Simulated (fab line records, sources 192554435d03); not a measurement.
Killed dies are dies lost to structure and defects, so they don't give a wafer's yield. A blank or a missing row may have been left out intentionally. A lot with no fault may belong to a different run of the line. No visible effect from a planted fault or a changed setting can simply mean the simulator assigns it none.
Matching of chambers :: flow n5-finfet :: 3 sister chambers for N5_BEOL_M3_CO_CAP_55 on cvd-co-02
The step material Co, precursor CCTBA/H2, target thk 2 nm, time 102.1 s. 18 wafers are shown with their chamber, then 9 later ones without.

## WAFERS, EACH WITH ITS CHAMBER
wafer: L076.1
chamber: 1
heater-power-w (W): 319

wafer: L076.4
chamber: 2
heater-power-w (W): 251

wafer: L076.5
chamber: 0
heater-power-w (W): 263

wafer: L081.1
chamber: 1
heater-power-w (W): 320

wafer: L081.2
chamber: 2
heater-power-w (W): 253

wafer: L081.5
chamber: 1
heater-power-w (W): 317

wafer: L082.3
chamber: 0
heater-power-w (W): 268

wafer: L082.4
chamber: 0
heater-power-w (W): 273

wafer: L082.6
chamber: 2
heater-power-w (W): 246

wafer: L084.2
chamber: 0
heater-power-w (W): 269

wafer: L084.3
chamber: 2
heater-power-w (W): 250

wafer: L084.4
chamber: 1
heater-power-w (W): 313

wafer: L088.2
chamber: 2
heater-power-w (W): 247

wafer: L088.4
chamber: 0
heater-power-w (W): 264

wafer: L088.5
chamber: 2
heater-power-w (W): 247

wafer: L094.2
chamber: 1
heater-power-w (W): 321

wafer: L094.4
chamber: 0
heater-power-w (W): 267

wafer: L094.5
chamber: 1
heater-power-w (W): 323

SIGNATURES (means of the wafers above)
reading: heater-power-w
chamber 0: 267.33
chamber 1: 318.83
chamber 2: 249.00
scatter within a chamber: 3.31
Rule: distance of a wafer from a chamber = root of the sum over the readings of ((wafer's reading minus chamber's mean) / reading's scatter) squared. If the next closest chamber is less than 2 further off than the closest, the wafer can't be placed; otherwise it belongs to the closest. The scatter: the root of (the sum of the squares of (reading less its chamber's mean) over the shown wafers, divided by (wafers less chambers)).

## WAFERS WITHOUT THEIR CHAMBER
wafer: L092.1
heater-power-w (W): 250

wafer: L092.3
heater-power-w (W): 278

wafer: L092.4
heater-power-w (W): 318

wafer: L095.3
heater-power-w (W): 251

wafer: L095.5
heater-power-w (W): 255

wafer: L095.6
heater-power-w (W): 311

wafer: L097.1
heater-power-w (W): 268

wafer: L097.5
heater-power-w (W): 272

wafer: L097.6
heater-power-w (W): 320

## EACH ONE'S CHAMBER
wafer: L092.1
from the rows above: 2
in truth: 2

wafer: L092.3
from the rows above: 0
in truth: 0

wafer: L092.4
from the rows above: 1
in truth: 1

wafer: L095.3
from the rows above: 2
in truth: 2

wafer: L095.5
from the rows above: can't be placed: 2 or 0
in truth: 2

wafer: L095.6
from the rows above: 1
in truth: 1

wafer: L097.1
from the rows above: 0
in truth: 0

wafer: L097.5
from the rows above: 0
in truth: 0

wafer: L097.6
from the rows above: 1
in truth: 1
Placed correctly: 8 of 9. From these rows, 1 cannot be placed; in 1 the true chamber is one of the candidates. 0 placed wrongly.
